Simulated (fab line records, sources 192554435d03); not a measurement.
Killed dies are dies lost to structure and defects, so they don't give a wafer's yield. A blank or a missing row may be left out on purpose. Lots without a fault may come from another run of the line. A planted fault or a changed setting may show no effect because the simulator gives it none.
Which tool did it? | flow n5_finfet | 12 lots, 33 wafers sampled, at 4 steps of a route of 1938

WHAT THE GAUGES READ, wafer by wafer
N5_SD_EPI_P_OVL_MEAS_10. Usual: SD_P_BLK_OVL -0.9 nm, standard deviation 0.77.
lot  | measured    | on         | SD_P_BLK_OVL (nm) | flag
L414 | day 3 07:23 | overlay-02 | -1.8 -1.3 -1.4    |
L416 | day 3 19:08 | overlay-02 | 0.2 2.0 1.8       |
L419 | day 4 11:28 | overlay-01 | -1.0 -1.5         |
L420 | day 4 16:47 | overlay-02 | -2.2 -1.0         |
L421 | day 5 04:05 | overlay-02 | -0.6 -0.6         |
L422 | day 5 09:40 | overlay-01 | -0.7 -0.5 -1.1    |
L428 | day 6 16:52 | overlay-01 | -0.1 0.1 -0.6     |
L430 | day 7 05:55 | overlay-01 | -1.2 -0.4 -0.3    |
L432 | day 7 15:56 | overlay-02 | -0.8 -1.1 -1.3    |
L434 | day 8 06:14 | overlay-01 | 0.6 -0.6 0.3      |
L435 | day 8 16:01 | overlay-02 | -0.1 -0.4 -0.7    |
L437 | day 9 02:32 | overlay-02 | -0.4 -1.2 -0.8    |

WHICH TOOL RAN EACH LOT (tool, then ch and the chambers of the sampled wafers, then the start)
lot  | N5_SD_EPI_N_ETCH_34               | N5_SD_EPI_N_ETCH_16               | N5_SD_EPI_P_COAT_34
L414 | rie_diel-02 ch 0,1,2, day 3 03:09 | rie_diel-02 ch 0,1,2, day 3 03:44 | litho_track-02 ch 0, day 3 07:07
L416 | rie_diel-04 ch 0,2, day 3 14:51   | rie_diel-04 ch 0,2, day 3 15:26   | litho_track-05 ch 0, day 3 18:52
L419 | rie_diel-02 ch 0,3, day 4 06:45   | rie_diel-02 ch 0,3, day 4 07:20   | litho_track-03 ch 0, day 4 11:12
L420 | rie_diel-01 ch 0,2, day 4 12:21   | rie_diel-01 ch 0,2, day 4 12:56   | litho_track-02 ch 0, day 4 16:24
L421 | rie_diel-02 ch 1,2, day 4 22:34   | rie_diel-02 ch 1,2, day 4 23:08   | litho_track-03 ch 0, day 5 03:48
L422 | rie_diel-02 ch 0,2,3, day 5 01:26 | rie_diel-02 ch 0,2,3, day 5 02:01 | litho_track-05 ch 0, day 5 05:25
L428 | rie_diel-04 ch 1,2,3, day 6 12:37 | rie_diel-04 ch 1,2,3, day 6 13:12 | litho_track-03 ch 0, day 6 16:34
L430 | rie_diel-01 ch 0,1,2, day 7 01:41 | rie_diel-01 ch 0,1,2, day 7 02:16 | litho_track-03 ch 0, day 7 05:38
L432 | rie_diel-04 ch 0,1,3, day 7 11:29 | rie_diel-04 ch 0,1,3, day 7 12:04 | litho_track-05 ch 0, day 7 15:38
L434 | rie_diel-01 ch 1,2,3, day 8 01:04 | rie_diel-01 ch 1,2,3, day 8 01:39 | litho_track-05 ch 0, day 8 05:50
L435 | rie_diel-04 ch 1,2, day 8 09:23   | rie_diel-04 ch 1,2, day 8 09:58   | litho_track-02 ch 0, day 8 15:37
L437 | rie_diel-02 ch 1,2,3, day 8 21:34 | rie_diel-02 ch 1,2,3, day 8 22:09 | litho_track-02 ch 0, day 9 02:15
- N5_SD_EPI_N_ETCH_34: etches SiARC in CF4, target depth 45.5 nm, time 75.8 s.
- N5_SD_EPI_N_ETCH_16: etches SiO2 in CHF3/O2, target depth 5 nm.
- N5_SD_EPI_P_COAT_34: time 60 s, resist thk 350 nm.

WHAT THE TOOLS THEMSELVES READ (means of the sampled wafers that have a number; where no wafer has one, the mark that the record gives instead)
N5_SD_EPI_N_ETCH_34. Usual: drypump_motor_current_A 5.5 A, standard deviation 0.45; etch_rf_on_time_s 76.0 s, standard deviation 2.6; mfc_ar_sccm 100.0 sccm, standard deviation 0.31; oes_product_au 0.69 a.u., standard deviation 0.057; rf_vpp_V 184.2 V, standard deviation 1.2; showerhead_plenum_p_Torr 2.15 Torr, standard deviation 0.074; throttle_valve_pct 15.56 %, standard deviation 0.13.
lot  | tool        | drypump_motor_current_A (A) | etch_rf_on_time_s (s) | mfc_ar_sccm (sccm) | oes_product_au (a.u.) | rf_vpp_V (V) | showerhead_plenum_p_Torr (Torr) | throttle_valve_pct (%) | flag
L414 | rie_diel-02 | 5.7                         | 76.9                  | 99.7               | 0.70                  | 184.0        | 2.17                            | 15.46                  |
L416 | rie_diel-04 | 5.0                         | 71.7                  | 100.5              | 0.62                  | 184.3        | 2.14                            | 15.86                  |
L419 | rie_diel-02 | 5.4                         | 75.5                  | 99.8               | 0.74                  | 183.5        | 2.12                            | 15.51                  |
L420 | rie_diel-01 | 5.9                         | 73.8                  | 99.7               | 0.71                  | 185.2        | 2.11                            | 15.48                  |
L421 | rie_diel-02 | 5.5                         | 77.7                  | 100.0              | 0.68                  | 184.0        | 2.21                            | 15.48                  |
L422 | rie_diel-02 | 5.6                         | 76.4                  | 99.8               | 0.72                  | 183.1        | 2.17                            | 15.51                  |
L428 | rie_diel-04 | 5.4                         | 76.5                  | 100.2              | 0.71                  | 183.7        | 2.20                            | 15.60                  |
L430 | rie_diel-01 | 5.9                         | 75.4                  | 100.1              | 0.69                  | 183.4        | 2.10                            | 15.51                  |
L432 | rie_diel-04 | 5.6                         | 76.9                  | 100.1              | 0.62                  | 184.0        | 2.14                            | 15.62                  |
L434 | rie_diel-01 | 5.6                         | 76.5                  | 100.1              | 0.67                  | 183.3        | 2.10                            | 15.54                  |
L435 | rie_diel-04 | 5.1                         | 74.9                  | 100.3              | 0.75                  | 184.0        | 2.18                            | 15.60                  |
L437 | rie_diel-02 | 5.3                         | 77.6                  | 100.1              | 0.67                  | 183.9        | 2.19                            | 15.54                  |

N5_SD_EPI_N_ETCH_16. Usual: drypump_motor_current_A 5.5 A, standard deviation 0.45; mfc_ar_sccm 200.1 sccm, standard deviation 0.63; oes_product_au 0.80 a.u., standard deviation 0.065; rf_vpp_V 526 V, standard deviation 17; showerhead_plenum_p_Torr 2.43 Torr, standard deviation 0.086; throttle_valve_pct 18.87 %, standard deviation 0.12.
lot  | tool        | drypump_motor_current_A (A) | mfc_ar_sccm (sccm) | oes_product_au (a.u.) | rf_vpp_V (V) | showerhead_plenum_p_Torr (Torr) | throttle_valve_pct (%) | flag
L414 | rie_diel-02 | 5.7                         | 199.7              | 0.82                  | 533          | 2.45                            | 18.84                  |
L416 | rie_diel-04 | 5.0                         | 200.1              | 0.72                  | 503          | 2.42                            | 19.16                  |
L419 | rie_diel-02 | 5.6                         | 199.6              | 0.87                  | 540          | 2.38                            | 18.79                  |
L420 | rie_diel-01 | 5.9                         | 199.8              | 0.81                  | 503          | 2.37                            | 18.73                  |
L421 | rie_diel-02 | 5.5                         | 200.7              | 0.80                  | 523          | 2.51                            | 18.89                  |
L422 | rie_diel-02 | 5.6                         | 200.1              | 0.84                  | 531          | 2.44                            | 18.84                  |
L428 | rie_diel-04 | 5.4                         | 200.0              | 0.82                  | 520          | 2.47                            | 18.92                  |
L430 | rie_diel-01 | 5.9                         | 199.9              | 0.80                  | 515          | 2.36                            | 18.77                  |
L432 | rie_diel-04 | 5.7                         | 199.8              | 0.73                  | 529          | 2.41                            | 18.88                  |
L434 | rie_diel-01 | 5.6                         | 200.5              | 0.79                  | 532          | 2.37                            | 18.83                  |
L435 | rie_diel-04 | 5.1                         | 199.5              | 0.87                  | 510          | 2.46                            | 18.95                  |
L437 | rie_diel-02 | 5.3                         | 199.4              | 0.79                  | 524          | 2.48                            | 18.91                  |

N5_SD_EPI_P_COAT_34. Usual: exhaust_pa 44.8 Pa, standard deviation 0.94; heater_power_total_W 500.4 W, standard deviation 1.8; plate_temp_C 249.96 C, standard deviation 0.18.
lot  | tool           | exhaust_pa (Pa) | heater_power_total_W (W) | plate_temp_C (C) | flag
L414 | litho_track-02 | 45.5            | 501.9                    | 250.18           |
L416 | litho_track-05 | 45.0            | 501.7                    | 249.95           |
L419 | litho_track-03 | 45.6            | 500.9                    | 250.17           |
L420 | litho_track-02 | 45.2            | 500.8                    | 249.85           |
L421 | litho_track-03 | 44.7            | 498.6                    | 249.95           |
L422 | litho_track-05 | 45.5            | 500.9                    | 249.63           |
L428 | litho_track-03 | 45.6            | 494.8                    | 247.35           | OFF
L430 | litho_track-03 | 44.7            | 493.6                    | 247.43           | OFF
L432 | litho_track-05 | 44.4            | 500.4                    | 250.09           |
L434 | litho_track-05 | 46.2            | 501.0                    | 249.97           |
L435 | litho_track-02 | 45.2            | 500.8                    | 250.05           |
L437 | litho_track-02 | 44.1            | 499.2                    | 249.98           |

THE ANSWER, worked out from the rows above alone
Rule: a lot is off if the mean of its wafers that have a number lies more than 3 standard deviations from the usual mean. A lot without any number at a reading at which 4 lots or more have one is off too. The other lots that the step has rows for count as sound. The gauges are gone through in route order, then the tools' own readings, and for those a lot's mean is taken as printed above. The first step at which some lot is off is used, and at that step the reading that is off furthest; a lot without a number counts as furthest.
Off: L428, L430, at N5_SD_EPI_P_COAT_34 (plate_temp_C).
A tool fits if, at that step or a process step before it, it ran every lot that is off, and no sound lot after the first of them. One fits: litho_track-03 at N5_SD_EPI_P_COAT_34. Its last sound lot is L421 (day 5 03:48), its first lot that is off L428 (day 6 16:34): a fault that began between those two fits.
The tool's own readings at N5_SD_EPI_P_COAT_34 bear it out: on the lots that are off they differ by more than 5 times the standard deviation of the sound lots' means. heater_power_total_W reads 494.2 W there against 500.6 W on the sound lots; plate_temp_C reads 247.39 C there against 249.98 C on the sound lots.

WHAT THE SIMULATOR HAD PUT IN
Process parameter drift: litho_track-03, from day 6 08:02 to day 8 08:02, at N5_SD_EPI_P_COAT_34. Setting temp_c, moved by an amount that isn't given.
Lots struck among those shown: L428, L430. The rule above found the same.
